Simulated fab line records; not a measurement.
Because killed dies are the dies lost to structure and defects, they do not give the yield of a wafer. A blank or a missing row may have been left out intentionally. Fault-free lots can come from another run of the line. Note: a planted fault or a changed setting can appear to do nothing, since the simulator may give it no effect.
3 desks, one fault + flow n5 finfet + each desk has only its own numbers; what lay behind them comes last

FROM THE METROLOGY DESK
What the gauges read, lot by lot, whatever tool the lot ran on: means of the sampled wafers that have a number. A lot is out of limits, marked OUT, if its mean lies more than 4 standard deviations from the usual mean; the brackets give that distance. It has 12 readings; the 7 that lie furthest out on some lot are the ones shown.
Columns: A = M4_OVL at N5_BEOL_M4_OVL_MEAS_12, usual 0.0 nm; B = IOFF_N at N5_BEOL_M4_RC_MEAS_101, usual 0.17 nA/um; C = IOFF_P at N5_BEOL_M4_RC_MEAS_101, usual 0.22 nA/um; D = ION_P at N5_BEOL_M4_RC_MEAS_101, usual 464 uA/um; E = SS_N at N5_BEOL_M4_RC_MEAS_101, usual 71.7 mV/dec; F = VT_N at N5_BEOL_M4_RC_MEAS_101, usual 248.9 mV; G = VT_P at N5_BEOL_M4_RC_MEAS_101, usual -251 mV
| lot  | first seen here | A    | B    | C    | D   | E    | F     | G    |
|------|-----------------|------|------|------|-----|------|-------|------|
| L336 | day 9 11:13     | 0.8  | 0.18 | 0.20 | 459 | 71.7 | 250.2 | -253 |
| L337 | day 9 16:19     | 0.9  | 0.20 | 0.27 | 474 | 72.1 | 247.0 | -246 |
| L343 | day 12 07:59    | -0.1 | 0.13 | 0.19 | 465 | 70.6 | 253.7 | -253 |
| L349 | day 13 07:49    | -0.8 | 0.16 | 0.21 | 475 | 71.2 | 248.2 | -252 |
| L350 | day 13 19:10    | -0.4 | 0.18 | 0.23 | 463 | 72.7 | 249.4 | -250 |
| L353 | day 14 01:30    | -0.7 | 0.17 | 0.22 | 465 | 71.6 | 247.4 | -246 |
Result from this desk: across the 6 lots, nothing is out of limits.

THE DEFECT DESK
For each lot, the counts of the inspections along the route, averaged over the sampled wafers that have a number. A lot is out of limits, marked OUT, if its mean lies more than 4 standard deviations from the usual mean; the brackets give that distance.
Columns: A = raw defect count at N5_BEOL_M4_INSPECT_13, usual 428
| lot  | first seen here | A   |
|------|-----------------|-----|
| L336 | day 9 11:17     | 389 |
| L337 | day 9 16:24     | 478 |
| L343 | day 12 08:05    | 492 |
| L349 | day 13 07:54    | 376 |
| L350 | day 13 19:15    | 490 |
| L353 | day 14 01:35    | 418 |
Result from this desk: across the 6 lots, nothing is out of limits.

TOOL OWNER'S DESK, rie diel-01
The tool's own readings at N5_BEOL_M4_DESCUM_16 (chemistry O2, time 7 s): means of the sampled wafers that have a number, for each lot that ran on this tool. A lot is out of limits, marked OUT, if its mean lies more than 4 standard deviations from the usual mean; the brackets give that distance.
Columns: A = drypump motor current A at N5_BEOL_M4_DESCUM_16, usual 5.5 A; B = oes product au at N5_BEOL_M4_DESCUM_16, usual 0.78 a.u.; C = rf vpp V at N5_BEOL_M4_DESCUM_16, usual 243.5 V; D = showerhead plenum p Torr at N5_BEOL_M4_DESCUM_16, usual 2.13 Torr; E = throttle valve pct at N5_BEOL_M4_DESCUM_16, usual 20.59 %
| lot  | first seen here | A   | B    | C     | D    | E     |
|------|-----------------|-----|------|-------|------|-------|
| L343 | day 12 08:32    | 5.5 | 0.78 | 243.2 | 2.13 | 20.52 |
| L349 | day 13 07:57    | 5.8 | 0.74 | 243.3 | 2.12 | 20.30 |
| L350 | day 13 19:18    | 5.2 | 0.73 | 242.7 | 2.15 | 20.60 |
Result from this desk: across the 3 lots, nothing is out of limits.

TAKEN TOGETHER
Nothing out of limits was seen by the metrology desk.
Nothing out of limits was seen by the defect desk.
The desk of the tool owner found nothing out of limits.

WHAT THE SIMULATOR PUT IN
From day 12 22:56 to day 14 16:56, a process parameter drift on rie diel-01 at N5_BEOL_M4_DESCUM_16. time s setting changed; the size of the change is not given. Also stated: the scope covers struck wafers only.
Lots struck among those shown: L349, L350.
